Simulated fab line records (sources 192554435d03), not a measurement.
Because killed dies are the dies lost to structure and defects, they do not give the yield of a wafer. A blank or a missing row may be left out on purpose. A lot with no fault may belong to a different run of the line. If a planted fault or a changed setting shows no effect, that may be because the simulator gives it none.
Matching of chambers + flow n5_finfet + rie_diel-06 running N5_MOL_CONTACT_COAG_ETCH_67: 4 sister chambers
The step etches SOC in N2/H2, target depth 60 nm, overetch 21 nm, time 101.2 s. 22 wafers are shown with their chamber, then 11 later ones without.

== WAFERS PAIRED WITH THEIR CHAMBERS ==
| wafer  | chamber | showerhead_plenum_p_Torr (Torr) | throttle_valve_pct (%) | drypump_motor_current_A (A) |
|--------|---------|---------------------------------|------------------------|-----------------------------|
| L074.3 | 2       | 2.58                            | 17.60                  | 5.1                         |
| L074.5 | 1       | 2.70                            | 17.41                  | 6.0                         |
| L074.6 | 3       | 2.48                            | 18.03                  | 5.3                         |
| L075.1 | 2       | 2.58                            | 17.61                  | 5.2                         |
| L075.3 | 0       | 2.43                            | 18.08                  | 5.7                         |
| L075.5 | 1       | 2.70                            | 17.41                  | 6.0                         |
| L079.4 | 2       | 2.57                            | 17.62                  | 5.1                         |
| L079.5 | 0       | 2.43                            | 18.12                  | 5.7                         |
| L079.6 | 1       | 2.70                            | 17.42                  | 6.0                         |
| L080.2 | 3       | 2.47                            | 18.04                  | 5.2                         |
| L080.3 | 2       | 2.57                            | 17.61                  | 5.2                         |
| L080.6 | 1       | 2.70                            | 17.41                  | 6.0                         |
| L082.2 | 0       | 2.43                            | 18.11                  | 5.7                         |
| L082.3 | 3       | 2.47                            | 18.06                  | 5.3                         |
| L082.4 | 2       | 2.57                            | 17.63                  | 5.1                         |
| L084.1 | 2       | 2.57                            | 17.64                  | 5.2                         |
| L084.2 | 3       | 2.47                            | 18.07                  | 5.3                         |
| L084.3 | 1       | 2.69                            | 17.42                  | 6.0                         |
| L087.1 | 3       | 2.47                            | 18.07                  | 5.3                         |
| L087.2 | 2       | 2.57                            | 17.64                  | 5.1                         |
| L087.3 | 0       | 2.43                            | 18.14                  | 5.7                         |
| L091.1 | 2       | 2.56                            | 17.67                  | 5.1                         |

SIGNATURES, as means of the wafers listed above
| reading                  | chamber 0 | chamber 1 | chamber 2 | chamber 3 | scatter within a chamber |
|--------------------------|-----------|-----------|-----------|-----------|--------------------------|
| showerhead_plenum_p_Torr | 2.4300    | 2.6980    | 2.5713    | 2.4720    | 0.00499                  |
| throttle_valve_pct       | 18.1125   | 17.4140   | 17.6275   | 18.0540   | 0.0195                   |
| drypump_motor_current_A  | 5.700     | 6.000     | 5.138     | 5.280     | 0.0386                   |
Rule: distance of a wafer from a chamber = root of the sum over the readings of ((wafer's reading minus chamber's mean) / reading's scatter) squared. If the next closest chamber is less than 2 further off than the closest, the wafer can't be placed; otherwise it belongs to the closest. The scatter: the root of (the sum of the squares of (reading less its chamber's mean) over the shown wafers, divided by (wafers less chambers)).

== WAFERS WHOSE CHAMBER IS MISSING ==
| wafer  | showerhead_plenum_p_Torr (Torr) | throttle_valve_pct (%) | drypump_motor_current_A (A) |
|--------|---------------------------------|------------------------|-----------------------------|
| L091.3 | 2.69                            | 17.46                  | 6.0                         |
| L091.5 | 2.56                            | 17.66                  | 5.1                         |
| L093.1 | 2.69                            | 17.46                  | 6.0                         |
| L093.3 | 2.56                            | 17.66                  | 5.2                         |
| L093.4 | 2.46                            | 18.10                  | 5.3                         |
| L095.2 | 2.56                            | 17.65                  | 5.2                         |
| L095.5 | 2.46                            | 18.10                  | 5.3                         |
| L095.6 | 2.42                            | 18.15                  | 5.7                         |
| L097.3 | 2.56                            | 17.67                  | 5.1                         |
| L097.5 | 2.42                            | 18.16                  | 5.7                         |
| L097.6 | 2.46                            | 18.10                  | 5.3                         |

== EACH ONE'S CHAMBER ==
| wafer  | from the rows above | in truth |
|--------|---------------------|----------|
| L091.3 | 1                   | 1        |
| L091.5 | 2                   | 2        |
| L093.1 | 1                   | 1        |
| L093.3 | 2                   | 2        |
| L093.4 | 3                   | 3        |
| L095.2 | 2                   | 2        |
| L095.5 | 3                   | 3        |
| L095.6 | 0                   | 0        |
| L097.3 | 2                   | 2        |
| L097.5 | 0                   | 0        |
| L097.6 | 3                   | 3        |
Correct placement for 11 of the 11. Not placeable from these rows: 0. Placed wrongly: 0.
